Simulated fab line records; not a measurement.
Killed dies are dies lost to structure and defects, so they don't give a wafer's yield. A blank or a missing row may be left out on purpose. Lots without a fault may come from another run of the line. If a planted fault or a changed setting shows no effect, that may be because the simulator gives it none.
Chamber matching / flow n5 finfet / N5_DUMMY_GATE_ETCH_44 on rie si-05: 4 sister chambers
The step etches poly-Si in HBr/O2, stops on SiO2, target depth 127.5 nm. 4 wafers are shown with their chamber, then 7 later ones without.

WAFERS PAIRED WITH THEIR CHAMBERS
wafer=L084.2; chamber=3; throttle valve pct (%)=18.48
wafer=L087.1; chamber=2; throttle valve pct (%)=18.26
wafer=L087.5; chamber=0; throttle valve pct (%)=17.99
wafer=L093.1; chamber=1; throttle valve pct (%)=18.56

WAFERS WHOSE CHAMBER IS MISSING
wafer=L093.4; throttle valve pct (%)=18.46
wafer=L093.6; throttle valve pct (%)=17.99
wafer=L094.2; throttle valve pct (%)=18.55
wafer=L094.4; throttle valve pct (%)=17.99
wafer=L094.5; throttle valve pct (%)=18.46
wafer=L095.3; throttle valve pct (%)=18.53
wafer=L095.6; throttle valve pct (%)=18.55

WHICH CHAMBER EACH ONE RAN IN
wafer=L093.4; from the rows above=3; in truth=3
wafer=L093.6; from the rows above=0; in truth=0
wafer=L094.2; from the rows above=1; in truth=1
wafer=L094.4; from the rows above=0; in truth=0
wafer=L094.5; from the rows above=3; in truth=3
wafer=L095.3; from the rows above=can't be placed: 1 or 3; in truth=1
wafer=L095.6; from the rows above=1; in truth=1
Correct placement for 6 of the 7. From these rows, 1 cannot be placed; in 1 the true chamber is one of the candidates. 0 placed wrongly.
How it was worked out, from the rows above alone: a wafer's distance from a chamber is the root of the sum, over the readings, of the square of ((its reading less the chamber's mean) divided by the reading's scatter). If the next closest chamber is less than 2 further off than the closest, the wafer can't be placed; otherwise it belongs to the closest. A chamber's mean is the mean of its shown wafers. The scatter: with one shown wafer a chamber, the root of the mean of the squares of how far each hidden wafer lies from its nearest shown one.
